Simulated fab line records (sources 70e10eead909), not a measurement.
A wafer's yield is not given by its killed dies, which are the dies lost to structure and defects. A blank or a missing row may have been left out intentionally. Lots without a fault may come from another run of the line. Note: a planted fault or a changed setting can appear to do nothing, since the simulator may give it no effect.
Which tool did it? ; flow nand_harc ; at 1 step of a route of 1159, 11 lots with 33 wafers sampled

## WHAT THE GAUGES SHOWED, per wafer
NHARC_A_CHANNEL_FILL_D1_THK_MEAS_06: measures by ellipsometry.
lot;measured;on;thk_nm (nm)
L074;day 10 07:55;film_metro-01;3.9 3.1 4.3
L076;day 10 14:33;film_metro-01;3.3 6.7 4.4
L081;day 11 19:06;film_metro-02;5.4 3.9 5.4
L082;day 12 01:32;film_metro-02;5.3 5.1 3.8
L084;day 12 17:49;film_metro-01;4.5 3.4 4.3
L086;day 13 08:02;film_metro-01;5.2 6.3 5.5
L090;day 13 17:26;film_metro-02;4.7 4.8 5.5
L092;day 14 12:55;film_metro-02;7.4 5.2 5.1
L091;day 14 18:13;film_metro-02;5.0 4.6 3.9
L096;day 15 05:51;film_metro-01;6.5 5.8 3.8
L097;day 15 10:35;film_metro-01;3.6 5.6 4.6

## WHICH TOOL RAN EACH LOT (tool, then ch and the chambers of the sampled wafers, then the start)
No process step before these readings appears in the record.

## THE ANSWER, worked out from the rows above alone
Rule: the usual values come from the lots themselves. Put in order of their means at a reading, lots are off if they are a third of the lots or fewer, leave a main group of 4 or more, and stand apart from it by a gap of 3 or more times the standard deviation of the main group's means; of several such gaps the widest counts. If all means in a main group match to the digits the tables above print for the reading, that group is not used. Also off: a lot with no number at a reading for which 4 or more lots have one. Any other lot the step has rows for is counted as sound.
Across all readings shown, no lot is off: no conclusion can be drawn from this.

## WHAT WAS PUT IN BY THE SIMULATOR
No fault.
